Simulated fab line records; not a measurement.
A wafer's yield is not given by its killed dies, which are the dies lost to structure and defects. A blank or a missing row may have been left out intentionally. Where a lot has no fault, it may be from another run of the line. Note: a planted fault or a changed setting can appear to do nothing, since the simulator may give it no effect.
Matching of chambers -- flow nand_harc -- 4 sister chambers for NHARC_A_STAIRCASE_DESCUM_252 on rie_diel-08
The step chemistry O2, time 3 s. 4 wafers are shown with their chamber, then 8 later ones without.

== WAFERS WITH THEIR CHAMBER ==
wafer,chamber,showerhead_plenum_p_Torr (Torr)
L084.6,2,1.83
L083.1,0,2.03
L083.4,1,2.07
L087.2,3,1.86

== WAFERS WITHOUT THEIR CHAMBER ==
wafer,showerhead_plenum_p_Torr (Torr)
L087.4,2.02
L087.6,1.82
L091.2,2.02
L091.3,1.82
L091.5,1.82
L096.2,1.85
L096.5,1.85
L096.6,1.82

== WHICH CHAMBER EACH WENT THROUGH ==
wafer,from the rows above,in truth
L087.4,0,0
L087.6,2,2
L091.2,0,0
L091.3,2,2
L091.5,2,2
L096.2,can't be placed: 3 or 2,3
L096.5,can't be placed: 3 or 2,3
L096.6,2,2
Correct placement for 6 of the 8. These rows do not allow placing 2 (true chamber among the candidates in 2). 0 placed wrongly.
How it was worked out, from the rows above alone: a wafer's distance from a chamber is the root of the sum, over the readings, of the square of ((its reading less the chamber's mean) divided by the reading's scatter). The wafer belongs to the nearest chamber; if the next one is less than 2 further off, it can't be placed. Each chamber's mean is taken over the wafers shown for it. The scatter: with one shown wafer a chamber, the root of the mean of the squares of how far each hidden wafer lies from its nearest shown one.
